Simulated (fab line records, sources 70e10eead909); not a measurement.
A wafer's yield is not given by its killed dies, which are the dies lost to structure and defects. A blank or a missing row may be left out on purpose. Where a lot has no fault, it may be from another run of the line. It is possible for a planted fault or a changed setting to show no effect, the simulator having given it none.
Matching of chambers || flow nandHarc || rieDiel-01 running NHARC_A_WL_FILL_STRIP_29: 4 sister chambers
The step strips in O2, time 20 s. 18 wafers are shown with their chamber, then 9 later ones without.

== WAFERS WITH THEIR CHAMBER ==
{"wafer": "L075.2", "chamber": 0, "drypumpMotorCurrentA (A)": 5.6, "showerheadPlenumPTorr (Torr)": 3.68, "rfVppV (V)": 57.1}
{"wafer": "L075.3", "chamber": 3, "drypumpMotorCurrentA (A)": 6.2, "showerheadPlenumPTorr (Torr)": 3.71, "rfVppV (V)": 59.3}
{"wafer": "L075.6", "chamber": 2, "drypumpMotorCurrentA (A)": 6.1, "showerheadPlenumPTorr (Torr)": 3.63, "rfVppV (V)": 56.7}
{"wafer": "L077.2", "chamber": 1, "drypumpMotorCurrentA (A)": 5.2, "showerheadPlenumPTorr (Torr)": 3.64, "rfVppV (V)": 58.3}
{"wafer": "L077.4", "chamber": 0, "drypumpMotorCurrentA (A)": 5.6, "showerheadPlenumPTorr (Torr)": 3.67, "rfVppV (V)": 57.3}
{"wafer": "L077.5", "chamber": 3, "drypumpMotorCurrentA (A)": 6.2, "showerheadPlenumPTorr (Torr)": 3.71, "rfVppV (V)": 57.1}
{"wafer": "L078.1", "chamber": 1, "drypumpMotorCurrentA (A)": 5.2, "showerheadPlenumPTorr (Torr)": 3.64, "rfVppV (V)": 57.6}
{"wafer": "L078.2", "chamber": 0, "drypumpMotorCurrentA (A)": 5.6, "showerheadPlenumPTorr (Torr)": 3.67, "rfVppV (V)": 56.6}
{"wafer": "L078.6", "chamber": 1, "drypumpMotorCurrentA (A)": 5.2, "showerheadPlenumPTorr (Torr)": 3.64, "rfVppV (V)": 57.8}
{"wafer": "L084.1", "chamber": 0, "drypumpMotorCurrentA (A)": 5.6, "showerheadPlenumPTorr (Torr)": 3.67, "rfVppV (V)": 59.0}
{"wafer": "L084.2", "chamber": 3, "drypumpMotorCurrentA (A)": 6.3, "showerheadPlenumPTorr (Torr)": 3.71, "rfVppV (V)": 59.0}
{"wafer": "L084.5", "chamber": 3, "drypumpMotorCurrentA (A)": 6.3, "showerheadPlenumPTorr (Torr)": 3.71, "rfVppV (V)": 57.5}
{"wafer": "L083.2", "chamber": 1, "drypumpMotorCurrentA (A)": 5.2, "showerheadPlenumPTorr (Torr)": 3.64, "rfVppV (V)": 57.3}
{"wafer": "L083.3", "chamber": 0, "drypumpMotorCurrentA (A)": 5.6, "showerheadPlenumPTorr (Torr)": 3.67, "rfVppV (V)": 58.4}
{"wafer": "L083.6", "chamber": 3, "drypumpMotorCurrentA (A)": 6.2, "showerheadPlenumPTorr (Torr)": 3.71, "rfVppV (V)": 58.0}
{"wafer": "L090.1", "chamber": 0, "drypumpMotorCurrentA (A)": 5.6, "showerheadPlenumPTorr (Torr)": 3.67, "rfVppV (V)": 58.2}
{"wafer": "L090.3", "chamber": 1, "drypumpMotorCurrentA (A)": 5.2, "showerheadPlenumPTorr (Torr)": 3.64, "rfVppV (V)": 57.1}
{"wafer": "L090.5", "chamber": 3, "drypumpMotorCurrentA (A)": 6.2, "showerheadPlenumPTorr (Torr)": 3.71, "rfVppV (V)": 58.0}

SIGNATURES (means of the wafers above)
{"reading": "drypumpMotorCurrentA", "chamber 0": 5.600, "chamber 1": 5.200, "chamber 2": 6.100, "chamber 3": 6.233, "scatter within a chamber": 0.0309}
{"reading": "showerheadPlenumPTorr", "chamber 0": 3.6717, "chamber 1": 3.6400, "chamber 2": 3.6300, "chamber 3": 3.7100, "scatter within a chamber": 0.00244}
{"reading": "rfVppV", "chamber 0": 57.767, "chamber 1": 57.620, "chamber 2": 56.700, "chamber 3": 58.150, "scatter within a chamber": 0.785}
Rule: a wafer lies at a distance from a chamber equal to the root of the sum of squares, over the readings, of (its reading less the chamber's mean, divided by the reading's scatter). If the next closest chamber is less than 2 further off than the closest, the wafer can't be placed; otherwise it belongs to the closest. The scatter is the square root of a quotient: the sum, over the shown wafers, of each reading's squared deviation from its chamber's mean, divided by wafers minus chambers.

== WAFERS WITHOUT THEIR CHAMBER ==
{"wafer": "L091.1", "drypumpMotorCurrentA (A)": 6.3, "showerheadPlenumPTorr (Torr)": 3.71, "rfVppV (V)": 58.1}
{"wafer": "L091.2", "drypumpMotorCurrentA (A)": 5.2, "showerheadPlenumPTorr (Torr)": 3.64, "rfVppV (V)": 58.1}
{"wafer": "L091.5", "drypumpMotorCurrentA (A)": 6.1, "showerheadPlenumPTorr (Torr)": 3.62, "rfVppV (V)": 58.7}
{"wafer": "L096.2", "drypumpMotorCurrentA (A)": 6.1, "showerheadPlenumPTorr (Torr)": 3.62, "rfVppV (V)": 57.9}
{"wafer": "L096.4", "drypumpMotorCurrentA (A)": 5.2, "showerheadPlenumPTorr (Torr)": 3.64, "rfVppV (V)": 57.4}
{"wafer": "L096.5", "drypumpMotorCurrentA (A)": 5.2, "showerheadPlenumPTorr (Torr)": 3.64, "rfVppV (V)": 58.0}
{"wafer": "L093.1", "drypumpMotorCurrentA (A)": 6.0, "showerheadPlenumPTorr (Torr)": 3.62, "rfVppV (V)": 59.4}
{"wafer": "L093.2", "drypumpMotorCurrentA (A)": 6.2, "showerheadPlenumPTorr (Torr)": 3.71, "rfVppV (V)": 58.3}
{"wafer": "L093.4", "drypumpMotorCurrentA (A)": 5.6, "showerheadPlenumPTorr (Torr)": 3.67, "rfVppV (V)": 58.5}

== WHICH CHAMBER EACH WENT THROUGH ==
{"wafer": "L091.1", "from the rows above": 3, "in truth": 3}
{"wafer": "L091.2", "from the rows above": 1, "in truth": 1}
{"wafer": "L091.5", "from the rows above": 2, "in truth": 2}
{"wafer": "L096.2", "from the rows above": 2, "in truth": 2}
{"wafer": "L096.4", "from the rows above": 1, "in truth": 1}
{"wafer": "L096.5", "from the rows above": 1, "in truth": 1}
{"wafer": "L093.1", "from the rows above": 2, "in truth": 2}
{"wafer": "L093.2", "from the rows above": 3, "in truth": 3}
{"wafer": "L093.4", "from the rows above": 0, "in truth": 0}
Correctly placed: 9 of 9. From these rows, 0 cannot be placed. Wrongly placed: 0.
